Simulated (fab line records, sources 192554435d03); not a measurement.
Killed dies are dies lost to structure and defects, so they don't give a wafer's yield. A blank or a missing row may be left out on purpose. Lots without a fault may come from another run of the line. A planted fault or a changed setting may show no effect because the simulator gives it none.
Chamber matching | flow n5_finfet | N5_BEOL_M6_CMP_52 on cmp-03: 4 sister chambers
The step polishes, stops on SiCOH lowk, t overpolish 6.9 s, target thk 80 nm. 8 wafers are shown with their chamber, then 8 later ones without.

WAFERS WITH THEIR CHAMBER
wafer  | chamber | motor_current_A (A) | time_to_endpoint_s (s)
L077.1 | 1       | 5.9                 | 62
L080.1 | 2       | 6.3                 | 52
L080.3 | 3       | 6.6                 | 60
L080.6 | 0       | 6.2                 | 65
L085.1 | 0       | 6.3                 | 71
L085.2 | 3       | 6.6                 | 60
L085.5 | 2       | 6.2                 | 58
L091.1 | 1       | 5.6                 | 63

WAFERS WITHOUT THEIR CHAMBER
wafer  | motor_current_A (A) | time_to_endpoint_s (s)
L091.5 | 6.8                 | 61
L091.6 | 6.6                 | 63
L095.3 | 6.3                 | 54
L095.5 | 6.6                 | 55
L095.6 | 6.1                 | 58
L097.1 | 6.4                 | 59
L097.5 | 6.7                 | 60
L097.6 | 6.4                 | 54

WHICH CHAMBER EACH WENT THROUGH
wafer  | from the rows above          | in truth
L091.5 | 3                            | 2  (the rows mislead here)
L091.6 | 3                            | 3
L095.3 | 2                            | 2
L095.5 | can't be placed: 3 or 2      | 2
L095.6 | can't be placed: 2 or 1 or 0 | 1
L097.1 | can't be placed: 3 or 2 or 0 | 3
L097.5 | 3                            | 3
L097.6 | can't be placed: 2 or 3      | 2
Placed correctly: 3 of 8. Can't be placed from these rows: 4 (the true chamber is among the candidates in 4). Placed wrongly: 1.
How it was worked out, from the rows above alone: a wafer's distance from a chamber is the root of the sum, over the readings, of the square of ((its reading less the chamber's mean) divided by the reading's scatter). The wafer belongs to the nearest chamber; if the next one is less than 2 further off, it can't be placed. A chamber's mean is the mean of its shown wafers. The scatter: the root of (the sum of the squares of (reading less its chamber's mean) over the shown wafers, divided by (wafers less chambers)).
